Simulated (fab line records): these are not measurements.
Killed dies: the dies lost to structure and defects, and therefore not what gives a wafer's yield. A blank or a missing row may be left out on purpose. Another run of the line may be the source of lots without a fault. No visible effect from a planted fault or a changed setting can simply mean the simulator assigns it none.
2 desks, one fault ; flow nandHarc ; what lay behind the numbers comes last; until then each desk has only its own

## AT THE METROLOGY DESK
What the gauges read for every lot (on any tool): the sampled wafers with a number, averaged. The brackets show how far a lot's mean lies from the usual mean; more than 4 standard deviations puts the lot out of limits, marked OUT.
Columns: A = cdNm at NHARC_A_CONTACT_CD_MEAS_42, usual 300.0 nm
lot;first seen here;A
L957;day 21 04:26;299.9
L958;day 21 20:41;300.2
L961;day 22 22:47;299.8
L963;day 24 01:05;300.2
L966;day 24 11:41;323.4 (+59) OUT
L967;day 25 03:01;318.6 (+47) OUT
L969;day 25 06:57;300.2
L970;day 27 10:49;299.7
L973;day 27 23:44;300.0
L976;day 28 10:57;299.9
L975;day 29 10:01;299.9
L978;day 29 23:09;300.2
This desk's finding: out of limits on L966, L967; first on L966, day 24 11:41 (cdNm at NHARC_A_CONTACT_CD_MEAS_42). Within limits: L957, L958, L961, L963, L969, L970, L973, L976, L975, L978.

## DESK OF THE TOOL OWNER: arfiScanner-03
The tool's own readings at NHARC_A_CONTACT_EXPOSE_39 (exposes mask A CC 3): means of the sampled wafers that have a number, for each lot that ran on this tool. The brackets show how far a lot's mean lies from the usual mean; more than 4 standard deviations puts the lot out of limits, marked OUT.
Columns: A = exposureDoseMJCm2 at NHARC_A_CONTACT_EXPOSE_39, usual 58.71
lot;first seen here;A
L961;day 22 22:39;58.71
L963;day 24 00:57;58.71
L966;day 24 11:33;87.47 (+99 or more) OUT
L967;day 25 02:52;81.74 (+99 or more) OUT
This desk's finding: out of limits on L966, L967; first on L966, day 24 11:33 (exposureDoseMJCm2 at NHARC_A_CONTACT_EXPOSE_39). Within limits: L961, L963.

## TAKEN TOGETHER
At day 24 11:33, on L966, L967, the tool owner's desk was in a position to raise an alarm.
The metrology desk could have raised an alarm at day 24 11:41, on L966, L967.
Every lot named ran NHARC_A_CONTACT_EXPOSE_39 on arfiScanner-03.

## WHAT HAD BEEN PUT IN BY THE SIMULATOR
Drift in process parameters on arfiScanner-03 at NHARC_A_CONTACT_EXPOSE_39, starting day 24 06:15. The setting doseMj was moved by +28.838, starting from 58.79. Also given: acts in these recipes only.
Lots struck among those shown: L966, L967.
Time in hours from fault onset to the first out-of-limits reading at each desk: tool owner's desk 5, metrology desk 5.
